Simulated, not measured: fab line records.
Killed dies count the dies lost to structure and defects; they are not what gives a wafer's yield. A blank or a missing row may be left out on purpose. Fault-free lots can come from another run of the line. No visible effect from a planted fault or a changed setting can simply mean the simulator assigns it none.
Matching of chambers | flow n5-finfet | 4 sister chambers for N5_HKMG_FIN_ETCH_58 on rie-diel-06
The step etches SOC in N2/H2, target depth 215.8 nm, time 741 s. 4 wafers are shown with their chamber, then 8 later ones without.

## WAFERS, EACH WITH ITS CHAMBER
wafer  | chamber | drypump-motor-current-A (A)
L089.2 | 1       | 4.8
L089.3 | 2       | 5.4
L089.6 | 3       | 6.7
L093.1 | 0       | 5.2

## WAFERS WITH NO CHAMBER GIVEN
wafer  | drypump-motor-current-A (A)
L093.3 | 4.9
L093.5 | 6.7
L095.2 | 6.7
L095.3 | 5.4
L095.5 | 6.7
L096.2 | 5.2
L096.4 | 6.7
L096.6 | 5.4

## WHICH CHAMBER EACH ONE RAN IN
wafer  | from the rows above | in truth
L093.3 | 1                   | 1
L093.5 | 3                   | 3
L095.2 | 3                   | 3
L095.3 | 2                   | 2
L095.5 | 3                   | 3
L096.2 | 0                   | 0
L096.4 | 3                   | 3
L096.6 | 2                   | 2
Placed correctly: 8 of 8. From these rows, 0 cannot be placed. Number placed wrongly: 0.
How it was worked out, from the rows above alone: a wafer's distance from a chamber is the root of the sum, over the readings, of the square of ((its reading less the chamber's mean) divided by the reading's scatter). If the next closest chamber is less than 2 further off than the closest, the wafer can't be placed; otherwise it belongs to the closest. For every chamber, the mean is computed from those of its wafers that are shown. The scatter (one wafer shown for each chamber): square how far every hidden wafer sits from the nearest shown wafer, average those squares and take the square root.
